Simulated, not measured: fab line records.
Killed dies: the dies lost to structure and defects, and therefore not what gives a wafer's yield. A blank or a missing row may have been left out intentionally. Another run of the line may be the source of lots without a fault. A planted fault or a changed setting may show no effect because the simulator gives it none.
Which tool was responsible?	flow nand harc	24 lots with 72 wafers sampled at 6 steps, on a route of 1302 steps

WHAT THE GAUGES SHOWED, per wafer
NHARC_A_SLIT_CD_MEAS_09 targets a cd of 300 nm. Usual: cd nm 300.0 nm, standard deviation 0.39.
lot	measured	on	cd nm (nm)	flag
L074	day 19 17:00	cd sem-02	299.3 299.9 299.6	
L075	day 20 14:20	cd sem-02	300.6 300.4 300.5	
L077	day 20 14:31	cd sem-03	299.5 299.5 299.6	
L076	day 21 02:34	cd sem-03	300.6 300.5 300.5	
L078	day 21 02:47	cd sem-02	299.5 300.4 300.2	
L079	day 22 08:46	cd sem-02	299.6 299.4 300.0	
L080	day 22 10:01	cd sem-02	299.7 299.5 299.9	
L082	day 22 19:31	cd sem-01	300.6 300.0 300.6	
L081	day 22 21:01	cd sem-01	300.4 300.2 300.7	
L083	day 24 08:55	cd sem-02	300.5 299.6 299.7	
L085	day 24 09:22	cd sem-01	300.2 300.0 299.9	
L084	day 24 15:29	cd sem-01	300.1 300.1 299.7	
L086	day 24 15:43	cd sem-01	299.7 299.8 300.1	
L087	day 25 11:02	cd sem-03	300.2 299.8 300.2	
L091	day 25 20:16	cd sem-03	300.2 299.6 299.8	
L088	day 25 20:26	cd sem-01	299.8 300.2 300.2	
L090	day 25 21:19	cd sem-02	299.9 299.4 299.7	
L089	day 26 10:21	cd sem-03	300.4 300.2 300.1	
L092	day 26 22:46	cd sem-03	300.3 299.9 300.1	
L093	day 27 19:36	cd sem-02	299.2 299.4 299.4	
L096	day 28 14:33	cd sem-02	299.7 300.1 299.5	
L094	day 28 15:25	cd sem-03	300.3 300.0 299.9	
L095	day 28 16:44	cd sem-01	300.5 299.6 300.0	
L097	day 28 23:34	cd sem-02	299.9 299.8 299.1	

NHARC_A_CONTACT_INSPECT_44. Usual: raw defect count 87, standard deviation 42.
lot	measured	on	raw defect count	flag
L074	day 21 13:47	defect inspect-02	99 79 87	
L075	day 22 03:53	defect inspect-01	38 52 48	
L077	day 22 05:18	defect inspect-01	62 76 68	
L076	day 22 15:52	defect inspect-01	66 76 65	
L078	day 22 15:41	defect inspect-01	159 154 180	
L079	day 24 03:26	defect inspect-02	146 163 154	
L080	day 24 03:51	defect inspect-02	29 32 34	
L082	day 24 13:20	defect inspect-02	119 132 112	
L081	day 24 17:36	defect inspect-01	60 57 67	
L083	day 26 00:53	defect inspect-02	80 85 76	
L085	day 26 00:44	defect inspect-02	141 140 137	
L084	day 26 06:45	defect inspect-02	13 14 13	
L086	day 26 06:54	defect inspect-02	121 109 127	
L087	day 27 03:11	defect inspect-01	114 109 144	
L091	day 27 13:02	defect inspect-01	112 93 101	
L088	day 27 12:53	defect inspect-01	16 10 15	
L090	day 27 19:02	defect inspect-02	112 130 117	
L089	day 28 02:43	defect inspect-02	104 114 108	
L092	day 28 13:11	defect inspect-02	66 82 83	
L093	day 29 16:50	defect inspect-02	100 109 130	
L096	day 30 05:07	defect inspect-02	52 50 39	
L094	day 30 03:49	defect inspect-01	107 108 103	
L095	day 30 08:03	defect inspect-01	35 40 46	
L097	day 30 13:37	defect inspect-01	78 98 109	

NHARC_A_CONTACT_OVL_MEAS_70. Usual: overlay x nm 0.1 nm, standard deviation 0.85; overlay y nm 0.1 nm, standard deviation 0.79.
lot	measured	on	overlay x nm (nm)	overlay y nm (nm)	flag
L074	day 22 02:19	overlay-01	2.1 2.3 2.1	0.6 0.4 1.0	
L075	day 22 14:02	overlay-02	-0.4 -0.7 -0.5	0.0 0.1 -0.6	
L077	day 22 18:55	overlay-02	0.2 0.1 0.9	0.3 0.5 0.8	
L076	day 23 02:23	overlay-02	0.6 -0.2 0.3	0.8 1.0 0.4	
L078	day 23 01:51	overlay-01	0.1 0.1 -0.1	-1.9 -2.0 -1.8	
L079	day 24 18:52	overlay-01	-0.2 -0.1 0.7	1.4 1.5 1.7	
L080	day 24 19:06	overlay-01	0.3 0.3 -0.6	-0.2 0.5 0.6	
L082	day 25 00:08	overlay-01	0.4 0.0 0.4	0.6 0.2 0.3	
L081	day 25 03:49	overlay-02	-0.2 -0.7 -0.7	1.2 1.2 1.6	
L083	day 26 16:07	overlay-02	-0.7 0.4 0.0	-1.2 -0.9 -0.7	
L085	day 26 14:12	overlay-01	-0.2 -0.2 0.1	0.5 0.2 0.1	
L084	day 26 17:31	overlay-01	0.4 0.6 0.8	0.3 0.4 0.6	
L086	day 26 19:19	overlay-01	0.9 1.5 1.1	-0.3 -0.5 -0.5	
L087	day 27 14:01	overlay-01	0.6 0.7 0.0	-1.1 -0.5 -0.5	
L091	day 27 23:35	overlay-02	0.6 0.3 0.4	0.6 0.7 0.9	
L088	day 28 02:58	overlay-01	-0.1 -0.1 -0.1	0.2 0.3 -0.3	
L090	day 28 06:04	overlay-02	0.1 0.1 0.0	-0.3 0.2 -0.6	
L089	day 28 18:02	overlay-01	1.5 2.6 2.7	0.5 0.0 0.4	
L092	day 29 01:26	overlay-01	-0.5 -0.9 -0.8	0.2 -0.7 0.3	
L093	day 30 04:28	overlay-01	-0.9 -0.8 -1.6	0.7 0.6 0.9	
L096	day 30 19:54	overlay-02	-1.2 -0.9 -0.6	-1.4 -1.3 -1.2	
L094	day 30 16:55	overlay-01	-0.1 -0.4 -0.9	0.5 0.0 1.0	
L095	day 30 20:54	overlay-01	0.6 0.7 0.3	0.4 -0.3 0.0	
L097	day 31 01:06	overlay-01	-0.3 -0.5 -0.8	0.0 -0.4 0.1	

TOOL THAT RAN EACH LOT (tool first, then ch and the chambers of the sampled wafers, then the start)
lot	NHARC_A_SLIT_DESCUM_14	NHARC_A_SLIT_STRIP_18	NHARC_A_CONTACT_ETCH_96
L074	rie diel-05 ch 0,1,3, day 19 17:12	rie diel-06 ch 0,1,2, day 21 13:47 or earlier	rie diel-10 ch 0,1,3, day 22 02:19 or earlier
L075	rie diel-06 ch 1,2,3, day 20 14:32	rie diel-06 ch 0,2,3, day 22 03:53 or earlier	rie diel-10 ch 1,2,3, day 22 14:02 or earlier
L077	rie diel-02 ch 0,1,3, day 20 14:42	rie diel-05 ch 1,3, day 22 05:18 or earlier	rie diel-10 ch 0,2,3, day 22 18:55 or earlier
L076	rie diel-06 ch 0,1, day 21 02:46	rie diel-05 ch 2,3, day 22 15:52 or earlier	rie diel-10 ch 1,2,3, day 23 02:23 or earlier
L078	rie diel-05 ch 0,2, day 21 02:59	rie diel-02 ch 1,2,3, day 22 15:41 or earlier	rie diel-12 ch 1,2, day 23 01:51 or earlier
L079	rie diel-02 ch 0,1,3, day 22 08:58	rie diel-06 ch 2,3, day 24 03:26 or earlier	rie diel-10 ch 1,2,3, day 24 18:52 or earlier
L080	rie diel-05 ch 1,2,3, day 22 10:13	rie diel-02 ch 0,2,3, day 24 03:51 or earlier	rie diel-13 ch 0,2, day 24 08:58
L082	rie diel-02 ch 0,1,2, day 22 19:44	rie diel-05 ch 0,1,2, day 24 13:20 or earlier	rie diel-13 ch 2,3, day 24 18:27
L081	rie diel-05 ch 1,2,3, day 22 21:12	rie diel-02 ch 1,2,3, day 24 17:36 or earlier	rie diel-10 ch 0,1,2, day 25 03:49 or earlier
L083	rie diel-05 ch 0,1,3, day 24 09:07	rie diel-05 ch 0,1,3, day 26 00:53 or earlier	rie diel-12 ch 2,3, day 26 16:07 or earlier
L085	rie diel-06 ch 1,2,3, day 24 09:34	rie diel-06 ch 2,3, day 26 00:44 or earlier	rie diel-10 ch 0,2,3, day 26 14:12 or earlier
L084	rie diel-02 ch 1,3, day 24 15:40	rie diel-05 ch 1,2, day 26 06:45 or earlier	rie diel-13 ch 0,1, day 26 17:31 or earlier
L086	rie diel-05 ch 1,2,3, day 24 15:53	rie diel-06 ch 1,2,3, day 26 06:54 or earlier	rie diel-10 ch 0,3, day 26 19:19 or earlier
L087	rie diel-02 ch 2,3, day 25 11:13	rie diel-06 ch 0,2,3, day 27 03:11 or earlier	rie diel-12 ch 1,2,3, day 27 14:01 or earlier
L091	rie diel-06 ch 0,2,3, day 25 20:28	rie diel-06 ch 0,1,3, day 27 13:02 or earlier	rie diel-10 ch 0,2, day 27 18:20
L088	rie diel-02 ch 0,2,3, day 25 20:39	rie diel-05 ch 0,3, day 27 12:53 or earlier	rie diel-10 ch 0,2, day 27 19:32
L090	rie diel-05 ch 0,2,3, day 25 21:31	rie diel-02 ch 0,2,3, day 27 19:02 or earlier	rie diel-10 ch 0,2, day 28 01:01
L089	rie diel-05 ch 0,3, day 26 10:32	rie diel-05 ch 0,1,3, day 28 02:43 or earlier	rie diel-12 ch 0,3, day 28 18:02 or earlier
L092	rie diel-02 ch 1,2, day 26 22:57	rie diel-05 ch 1,2, day 28 13:11 or earlier	rie diel-12 ch 0,1,3, day 29 01:26 or earlier
L093	rie diel-05 ch 0,2, day 27 19:49	rie diel-06 ch 1,2,3, day 29 16:50 or earlier	rie diel-10 ch 1,2,3, day 30 04:28 or earlier
L096	rie diel-05 ch 1,2,3, day 28 14:45	rie diel-02 ch 0,1,3, day 30 05:07 or earlier	rie diel-12 ch 2,3, day 30 19:54 or earlier
L094	rie diel-02 ch 0,1, day 28 15:35	rie diel-05 ch 0,1,3, day 30 03:49 or earlier	rie diel-12 ch 2,3, day 30 16:55 or earlier
L095	rie diel-05 ch 0,1,2, day 28 16:56	rie diel-02 ch 0,1, day 30 08:03 or earlier	rie diel-10 ch 0,1, day 30 20:54 or earlier
L097	rie diel-06 ch 0,2,3, day 28 23:46	rie diel-02 ch 1,2,3, day 30 13:37 or earlier	rie diel-10 ch 0,1,3, day 31 01:06 or earlier
- NHARC_A_SLIT_DESCUM_14: chemistry O2, time 3 s.
- NHARC_A_SLIT_STRIP_18: strips in O2.
- NHARC_A_CONTACT_ETCH_96: etches the open film in C4F6/O2, target depth 20 nm, time 10 s.

AS READ BY THE TOOLS THEMSELVES (means over the sampled wafers that have a number; for cases with no such wafer, the mark the record gives instead)
NHARC_A_SLIT_DESCUM_14. Usual: drypump motor current A 5.9 A, standard deviation 0.54; oes product au 0.999 a.u., standard deviation 0.0083; rf vpp V 57.7 V, standard deviation 0.93; showerhead plenum p Torr 1.91 Torr, standard deviation 0.076; throttle valve pct 11.311 %, standard deviation 0.0086.
lot	tool	drypump motor current A (A)	oes product au (a.u.)	rf vpp V (V)	showerhead plenum p Torr (Torr)	throttle valve pct (%)	flag
L074	rie diel-05	5.7	0.988	56.8	1.85	11.312	
L075	rie diel-06	6.3	0.996	57.0	1.85	11.311	
L077	rie diel-02	5.7	0.993	58.0	1.96	11.310	
L076	rie diel-06	5.8	1.007	57.5	1.96	11.319	
L078	rie diel-05	5.1	1.010	57.8	1.88	11.317	
L079	rie diel-02	5.7	1.003	58.5	1.96	11.307	
L080	rie diel-05	5.9	1.000	57.6	1.89	11.309	
L082	rie diel-02	5.9	1.001	57.7	1.93	11.312	
L081	rie diel-05	5.9	1.010	57.9	1.89	11.310	
L083	rie diel-05	5.7	0.998	57.4	1.85	11.316	
L085	rie diel-06	6.3	1.003	57.2	1.84	11.309	
L084	rie diel-02	5.7	0.995	57.7	1.95	11.312	
L086	rie diel-05	6.0	1.003	57.7	1.89	11.307	
L087	rie diel-02	6.1	0.996	58.6	1.98	11.307	
L091	rie diel-06	6.3	0.991	57.4	1.86	11.303	
L088	rie diel-02	6.0	0.998	58.2	1.99	11.314	
L090	rie diel-05	5.6	1.003	57.5	1.89	11.301	
L089	rie diel-05	5.4	1.000	58.0	1.85	11.312	
L092	rie diel-02	5.8	0.995	57.5	1.87	11.314	
L093	rie diel-05	5.3	0.997	57.6	1.93	11.311	
L096	rie diel-05	6.0	0.989	58.5	1.89	11.312	
L094	rie diel-02	5.6	1.008	58.8	1.90	11.315	
L095	rie diel-05	5.3	0.994	56.9	1.89	11.315	
L097	rie diel-06	6.3	0.996	58.2	1.86	11.308	

NHARC_A_SLIT_STRIP_18. Usual: drypump motor current A 5.9 A, standard deviation 0.56; oes product au 1.001 a.u., standard deviation 0.0062; rf vpp V 57.6 V, standard deviation 0.9; showerhead plenum p Torr 3.50 Torr, standard deviation 0.14; throttle valve pct 17.036 %, standard deviation 0.0091.
lot	tool	drypump motor current A (A)	oes product au (a.u.)	rf vpp V (V)	showerhead plenum p Torr (Torr)	throttle valve pct (%)	flag
L074	rie diel-06	6.1	1.003	57.9	3.52	17.032	
L075	rie diel-06	6.3	1.003	56.5	3.44	17.031	
L077	rie diel-05	6.3	1.000	56.9	3.43	17.037	
L076	rie diel-05	6.3	1.005	56.8	3.50	17.039	
L078	rie diel-02	5.9	1.002	57.8	3.56	17.036	
L079	rie diel-06	6.5	0.994	57.3	3.33	17.038	
L080	rie diel-02	6.0	0.995	58.8	3.66	17.029	
L082	rie diel-05	5.4	1.002	57.1	3.48	17.039	
L081	rie diel-02	6.0	1.001	58.0	3.56	17.037	
L083	rie diel-05	5.7	1.001	57.5	3.42	17.037	
L085	rie diel-06	6.5	1.001	56.7	3.33	17.041	
L084	rie diel-05	5.6	1.002	57.8	3.55	17.042	
L086	rie diel-06	6.3	0.996	57.3	3.41	17.042	
L087	rie diel-06	6.3	1.005	57.2	3.43	17.036	
L091	rie diel-06	6.1	1.001	57.3	3.53	17.035	
L088	rie diel-05	5.5	0.996	58.7	3.41	17.032	
L090	rie diel-02	6.0	1.005	59.0	3.65	17.037	
L089	rie diel-05	5.7	0.999	57.9	3.42	17.039	
L092	rie diel-05	5.6	1.000	58.6	3.55	17.038	
L093	rie diel-06	6.3	1.001	57.1	3.41	17.036	
L096	rie diel-02	5.7	1.009	58.2	3.60	17.043	
L094	rie diel-05	5.7	0.998	57.6	3.41	17.039	
L095	rie diel-02	5.6	1.005	58.0	3.51	17.035	
L097	rie diel-02	6.0	1.004	57.4	3.55	17.036	

NHARC_A_CONTACT_ETCH_96. Usual: drypump motor current A 6.08 A, standard deviation 0.24; oes product au 0.970 a.u., standard deviation 0.027; rf vpp V 546.9 V, standard deviation 2.7; showerhead plenum p Torr 3.92 Torr, standard deviation 0.13; throttle valve pct 26.903 %, standard deviation 0.0092.
lot	tool	drypump motor current A (A)	oes product au (a.u.)	rf vpp V (V)	showerhead plenum p Torr (Torr)	throttle valve pct (%)	flag
L074	rie diel-10	5.88	1.001	546.8	3.90	26.904	
L075	rie diel-10	5.92	0.947	545.2	3.85	26.899	
L077	rie diel-10	6.07	0.953	546.6	3.91	26.905	
L076	rie diel-10	5.94	0.944	545.2	3.85	26.902	
L078	rie diel-12	6.28	0.943	550.1	4.09	26.913	
L079	rie diel-10	5.91	0.939	545.4	3.85	26.902	
L080	rie diel-13	5.98	1.001	546.1	3.92	26.911	
L082	rie diel-13	6.41	1.000	544.2	3.80	26.895	
L081	rie diel-10	6.04	0.949	545.6	3.91	26.897	
L083	rie diel-12	6.02	0.939	549.3	4.04	26.911	
L085	rie diel-10	6.10	0.995	546.4	3.90	26.902	
L084	rie diel-13	6.28	1.002	551.2	4.11	26.909	
L086	rie diel-10	5.94	0.999	545.8	3.88	26.912	
L087	rie diel-12	6.16	0.983	549.5	4.06	26.910	
L091	rie diel-10	6.20	1.004	548.0	3.95	26.912	
L088	rie diel-10	6.24	0.976	547.1	3.91	26.903	
L090	rie diel-10	6.23	0.949	546.7	3.90	26.897	
L089	rie diel-12	6.00	0.995	549.1	4.01	26.898	
L092	rie diel-12	6.11	0.992	548.8	4.03	26.906	
L093	rie diel-10	5.93	0.941	545.4	3.84	26.906	
L096	rie diel-12	6.19	0.939	546.3	3.92	26.897	
L094	rie diel-12	6.18	0.956	546.2	3.92	26.901	
L095	rie diel-10	5.85	0.939	545.9	3.89	26.906	
L097	rie diel-10	5.90	0.996	546.8	3.88	26.906	

THE ANSWER, worked out from the rows above alone
Rule: lot off if the mean of its wafers having a number is beyond 3 standard deviations from the usual mean. Also off: a lot with no number at a reading for which 4 or more lots have one. The other lots that the step has rows for count as sound. The gauges are gone through in route order, then the tools' own readings, and for those a lot's mean is taken as printed above. At the first step where some lot is off, the reading lying furthest off is the one used; lots without a number count as furthest.
Nothing can be told from this: no lot is off at any reading shown.

WHAT HAD BEEN PUT IN BY THE SIMULATOR
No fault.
